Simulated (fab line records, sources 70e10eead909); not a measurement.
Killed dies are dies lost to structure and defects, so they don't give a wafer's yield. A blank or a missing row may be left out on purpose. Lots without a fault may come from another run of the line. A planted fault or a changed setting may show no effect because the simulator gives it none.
A struck lot beside a sound one | flow nand_harc | 13 steps out of a route of 1302
Sound: wafers L481.1, L481.3, L481.5. Struck: wafers L498.1, L498.5, L498.6. The cause comes at the end.
At each step with rows: each side's tool, then ch and its chambers, then its first start. Under that, the readings that differ: sound wafers | struck wafers | difference of the means | sigmas: that difference in standard deviations of wafers without a fault.
alike: readings whose means differ by less than 2 such deviations, and words and numbers that are the same on both sides. not compared: withheld readings, readings that some wafer has no value for, bounds like >300 that may hide the same value, and numbers for which the record gives no deviation and whose values overlap.
The two part at a step that has a row with sigmas, a row that says differs or no value, or rows on one side only. Numbers that don't overlap but have no deviation are shown without sigmas and don't part them. A reading that every wafer of one side lacks parts them only if that side has two wafers or more.

first, 2 steps without rows for these wafers: NHARC_A_DECK1_JOINT_ANNEAL_28 (time 1800 s); NHARC_A_DECK1_JOINT_ANNEAL_29 (time 1800 s).
NHARC_A_DECK1_JOINT_CMP_02: polishes SiOx.
  sound on cmp-04 ch 1,3, day 13 14:02; struck on cmp-04 ch 0,2,3, day 19 23:18
  alike: motor_current_A
then, 1 step without rows for these wafers: NHARC_A_DECK1_JOINT_SRD_15.
NHARC_A_DECK1_JOINT_DEP_16: deposits SiO2, target thk 45 nm.
  sound on pecvd-01 ch 0,2, day 13 14:25; struck on pecvd-01 ch 0,2, day 19 23:38
  alike: chamber_pressure_Torr, flow_sccm, heater_power_w, mfc_precursor_sccm, rf_fwd_power_W, throttle_valve_pct
NHARC_A_DECK1_JOINT_THK_MEAS_17: measures by ellipsometry.
  sound on film_metro-02, day 13 14:41; struck on film_metro-01, day 19 23:55
  alike: thk_nm
NHARC_A_DECK1_JOINT_INSPECT_05:
  sound on defect_inspect-02, day 13 14:44; struck on defect_inspect-02, day 19 23:57
  alike: raw_defect_count
then, 1 step without rows for these wafers: NHARC_A_ONON_D2_DEP_00 (target thk 1000 nm).
NHARC_A_ONON_D2_THK_MEAS_02: measures by ellipsometry.
  sound on film_metro-01, day 13 15:17; struck on film_metro-02, day 20 00:32
  reading     | sound       | struck         | difference | sigmas
  thk_nm (nm) | 988 988 987 | 1005 1007 1005 | +18        | +2
then, 1 step without rows for these wafers: NHARC_A_ONON_D2_DEP_03 (target thk 1000 nm).
NHARC_A_ONON_D2_THK_MEAS_05: measures by ellipsometry.
  sound on film_metro-01, day 13 15:52; struck on film_metro-01, day 20 01:05
  alike: thk_nm
NHARC_A_ONON_D2_DEP_06: target thk 1000 nm.
  sound on pecvd_onon-03 ch 0, day 13 15:55; struck on pecvd_onon-04, day 20 01:09
  no value came back on the struck wafers for n2_flow_sccm (sccm), n2o_flow_sccm (sccm); on the sound wafers n2_flow_sccm (sccm) reads 2764 2755 2750
-- the record jumps here: 12 days lie between the struck wafers' starts before and after (it left off in module A_ONON_D2 and takes up again in module END, whose first step shown is number 1302 of the route) --
NHARC_END_SORT_01:
  the record has rows for the struck wafers here (prober-01 ch 0, day 31 21:07) and none for the sound ones

WHERE THEY PART
First at NHARC_A_ONON_D2_THK_MEAS_02; last, within this record, at NHARC_END_SORT_01.

WHY: what the simulator had put in
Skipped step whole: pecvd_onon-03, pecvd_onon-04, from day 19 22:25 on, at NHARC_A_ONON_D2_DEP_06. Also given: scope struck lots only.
